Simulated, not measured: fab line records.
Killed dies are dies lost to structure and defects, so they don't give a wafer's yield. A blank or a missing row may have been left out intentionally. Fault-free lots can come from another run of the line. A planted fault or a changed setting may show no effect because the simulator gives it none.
Chamber matching | flow nandHarc | NHARC_A_CONTACT_ETCH_96 on rieDiel-07 has 4 sister chambers
The step etches the open film in C4F6/O2, target depth 20 nm, time 10 s. 4 wafers are shown with their chamber, then 8 later ones without.

## EACH WAFER AND ITS CHAMBER
wafer  | chamber | drypumpMotorCurrentA (A)
L548.6 | 1       | 5.8
L549.1 | 0       | 5.0
L549.6 | 3       | 6.1
L550.1 | 2       | 5.6

## WAFERS WHOSE CHAMBER IS MISSING
wafer  | drypumpMotorCurrentA (A)
L550.2 | 6.1
L550.3 | 5.7
L558.1 | 6.1
L558.3 | 5.5
L558.5 | 5.5
L557.4 | 6.1
L557.5 | 6.1
L557.6 | 5.5

## WHICH CHAMBER EACH ONE RAN IN
wafer  | from the rows above     | in truth
L550.2 | 3                       | 3
L550.3 | can't be placed: 1 or 2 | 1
L558.1 | 3                       | 3
L558.3 | 2                       | 2
L558.5 | 2                       | 2
L557.4 | 3                       | 3
L557.5 | 3                       | 3
L557.6 | 2                       | 2
Correctly placed: 7 of 8. Unplaceable from these rows: 1, with the true chamber sitting among the candidates in 1. Wrongly placed: 0.
How it was worked out, from the rows above alone: a wafer's distance from a chamber is the root of the sum, over the readings, of the square of ((its reading less the chamber's mean) divided by the reading's scatter). The wafer belongs to the nearest chamber; if the next one is less than 2 further off, it can't be placed. The mean given for a chamber averages the wafers shown for that chamber. The scatter: root of mean squared gap, hidden wafer to nearest shown wafer, with one shown wafer a chamber.
